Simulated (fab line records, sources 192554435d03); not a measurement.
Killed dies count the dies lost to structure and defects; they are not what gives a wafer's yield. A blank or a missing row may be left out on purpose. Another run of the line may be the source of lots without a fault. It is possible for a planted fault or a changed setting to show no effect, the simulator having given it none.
One fault through the eyes of 3 desks || flow n5 finfet || what lay behind the numbers comes last; until then each desk has only its own
Where a reading is given only as a bound, like >300, the bound stands for it, and a mean or a difference that rests on one is marked > or <: the true number lies beyond.

== METROLOGY DESK ==
Lot by lot, what the gauges showed, no matter which tool ran the lot: averages of those sampled wafers that carry a number. If a lot's mean is further than 4 standard deviations from the usual mean, the lot is out of limits and carries the mark OUT (the distance appears in the brackets). 7 of its 10 readings are shown, namely those furthest out on some lot.
Columns: A = DIBL_N at N5_BEOL_M4_RC_MEAS_101, usual 35.4 mV/V; B = IOFF_P at N5_BEOL_M4_RC_MEAS_101, usual 0.19 nA/um; C = ION_N at N5_BEOL_M4_RC_MEAS_101, usual 677 uA/um; D = ION_P at N5_BEOL_M4_RC_MEAS_101, usual 462 uA/um; E = SS_N at N5_BEOL_M4_RC_MEAS_101, usual 71.4 mV/dec; F = VT_N at N5_BEOL_M4_RC_MEAS_101, usual 250 mV; G = VT_P at N5_BEOL_M4_RC_MEAS_101, usual -251 mV
{"lot": "L532", "first seen here": "day 9 10:58", "A": 35.3, "B": 0.16, "C": 667, "D": 454, "E": 71.2, "F": 251, "G": -256}
{"lot": "L534", "first seen here": "day 10 10:04", "A": 35.3, "B": 0.21, "C": 670, "D": 464, "E": 72.1, "F": 247, "G": -248}
{"lot": "L533", "first seen here": "day 10 10:59", "A": 36.4, "B": 0.19, "C": 692, "D": 470, "E": 71.3, "F": 247, "G": -250}
{"lot": "L537", "first seen here": "day 11 11:31", "A": 35.5, "B": 0.21, "C": 680, "D": 464, "E": 71.6, "F": 249, "G": -250}
{"lot": "L539", "first seen here": "day 11 12:50", "A": 34.6, "B": 0.20, "C": 679, "D": 466, "E": 71.3, "F": 250, "G": -249}
{"lot": "L540", "first seen here": "day 11 15:32", "A": 34.2, "B": 0.17, "C": 652, "D": 453, "E": 71.5, "F": 256, "G": -251}
{"lot": "L541", "first seen here": "day 11 20:48", "A": 37.2, "B": 0.21, "C": 674, "D": 466, "E": 71.6, "F": 250, "G": -252}
{"lot": "L543", "first seen here": "day 12 05:58", "A": 33.0, "B": 0.15, "C": 671, "D": 459, "E": 70.4, "F": 252, "G": -253}
This desk found nothing out of limits on any of the 8 lots.

== THE TOOL OWNER'S DESK: wet bench-01 ==
The tool's own readings at N5_HKMG_FIN_WET_ETCH_76 (etches Al2O3 in dNH4OH, stops on La2O3, target depth 2.25 nm, rinse time 30 s): means of the sampled wafers that have a number, for each lot that ran on this tool. If a lot's mean is further than 4 standard deviations from the usual mean, the lot is out of limits and carries the mark OUT (the distance appears in the brackets).
Columns: A = bath heat duty pct at N5_HKMG_FIN_WET_ETCH_76, usual 6.3 %
{"lot": "L533", "first seen here": "day 6 06:14", "A": 5.7}
{"lot": "L534", "first seen here": "day 6 07:37", "A": 5.4}
{"lot": "L537", "first seen here": "day 7 02:01", "A": 6.1}
{"lot": "L539", "first seen here": "day 7 14:13", "A": 6.2}
{"lot": "L540", "first seen here": "day 7 18:59", "A": 5.8}
This desk found nothing out of limits on any of the 5 lots.

== THE DEFECT DESK ==
What the inspections along the route counted, lot by lot: means of the sampled wafers that have a number. If a lot's mean is further than 4 standard deviations from the usual mean, the lot is out of limits and carries the mark OUT (the distance appears in the brackets).
Columns: A = raw defect count at N5_HKMG_FIN_INSPECT_14, usual 2.0
{"lot": "L532", "first seen here": "day 5 18:02", "A": 0.7}
{"lot": "L533", "first seen here": "day 6 09:11", "A": 1.0}
{"lot": "L534", "first seen here": "day 6 10:05", "A": 2.0}
{"lot": "L537", "first seen here": "day 7 05:04", "A": 2.0}
{"lot": "L539", "first seen here": "day 7 16:46", "A": 2.0}
{"lot": "L540", "first seen here": "day 7 21:32", "A": ">100 (>+61) OUT"}
{"lot": "L541", "first seen here": "day 8 01:19", "A": 4.7}
{"lot": "L543", "first seen here": "day 8 08:59", "A": 4.0}
This desk finds L540 out of limits, L540 being first, at day 7 21:32 (raw defect count at N5_HKMG_FIN_INSPECT_14). L532, L533, L534, L537, L539, L541, L543 stayed within limits.

== ALL TOGETHER ==
The defect desk could have raised an alarm at day 7 21:32, on L540.
At the metrology desk, nothing out of limits was observed.
The tool owner's desk saw nothing out of limits.
The metrology desk has L540 on record, within its limits.
Tool owner's desk: L540 on record, inside its limits.
N5_HKMG_FIN_WET_ETCH_76 was run on wet bench-01 by each of the lots named.

== WHAT WAS PUT IN BY THE SIMULATOR ==
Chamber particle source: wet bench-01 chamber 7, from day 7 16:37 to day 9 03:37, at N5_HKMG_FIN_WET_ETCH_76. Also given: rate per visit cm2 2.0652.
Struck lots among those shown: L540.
Hours from the fault's start to each desk's first reading out of limits: the defect desk, 5.
